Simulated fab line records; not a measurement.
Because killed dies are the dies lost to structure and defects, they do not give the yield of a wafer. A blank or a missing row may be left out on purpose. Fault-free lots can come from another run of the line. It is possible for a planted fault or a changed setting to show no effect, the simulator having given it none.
Matching of chambers ; flow nand harc ; rie diel-06 running NHARC_P_GATE_ETCH_104: 4 sister chambers
The step etches the open film in CF4/CHF3, target depth 60 nm. 14 wafers are shown with their chamber, then 7 later ones without.

WAFERS PAIRED WITH THEIR CHAMBERS
wafer;chamber;showerhead plenum p Torr (Torr);drypump motor current A (A);rf vpp V (V)
L077.1;2;1.50;5.7;368.1
L077.4;3;1.64;5.7;373.0
L077.5;0;1.49;5.6;369.1
L080.2;1;1.50;6.2;367.8
L080.5;3;1.64;5.7;373.6
L080.6;0;1.49;5.6;366.5
L083.3;2;1.50;5.7;368.1
L083.4;0;1.48;5.6;367.6
L083.5;0;1.48;5.6;366.8
L088.1;1;1.50;6.2;366.3
L088.3;2;1.50;5.7;367.3
L088.6;3;1.64;5.8;372.8
L086.2;3;1.64;5.8;372.8
L086.3;2;1.50;5.7;368.5

SIGNATURES, as means of the wafers listed above
reading;chamber 0;chamber 1;chamber 2;chamber 3;scatter within a chamber
showerhead plenum p Torr;1.4850;1.5000;1.5000;1.6400;0.00316
drypump motor current A;5.600;6.200;5.700;5.750;0.0316
rf vpp V;367.500;367.050;368.000;373.050;0.798
Rule: distance of a wafer from a chamber = root of the sum over the readings of ((wafer's reading minus chamber's mean) / reading's scatter) squared. The wafer belongs to the nearest chamber; if the next one is less than 2 further off, it can't be placed. The scatter is the square root of a quotient: the sum, over the shown wafers, of each reading's squared deviation from its chamber's mean, divided by wafers minus chambers.

WAFERS WITH NO CHAMBER GIVEN
wafer;showerhead plenum p Torr (Torr);drypump motor current A (A);rf vpp V (V)
L086.5;1.64;5.8;372.6
L090.1;1.50;5.7;369.0
L090.4;1.49;6.2;368.3
L090.5;1.49;6.2;366.9
L097.1;1.49;5.7;368.7
L097.2;1.63;5.8;374.6
L097.6;1.49;5.7;366.0

WHICH CHAMBER EACH ONE RAN IN
wafer;from the rows above;in truth
L086.5;3;3
L090.1;2;2
L090.4;1;1
L090.5;1;1
L097.1;can't be placed: 2 or 0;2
L097.2;3;3
L097.6;can't be placed: 0 or 2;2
5 of 7 placed correctly. Can't be placed from these rows: 2 (the true chamber is among the candidates in 2). Wrongly placed: 0.
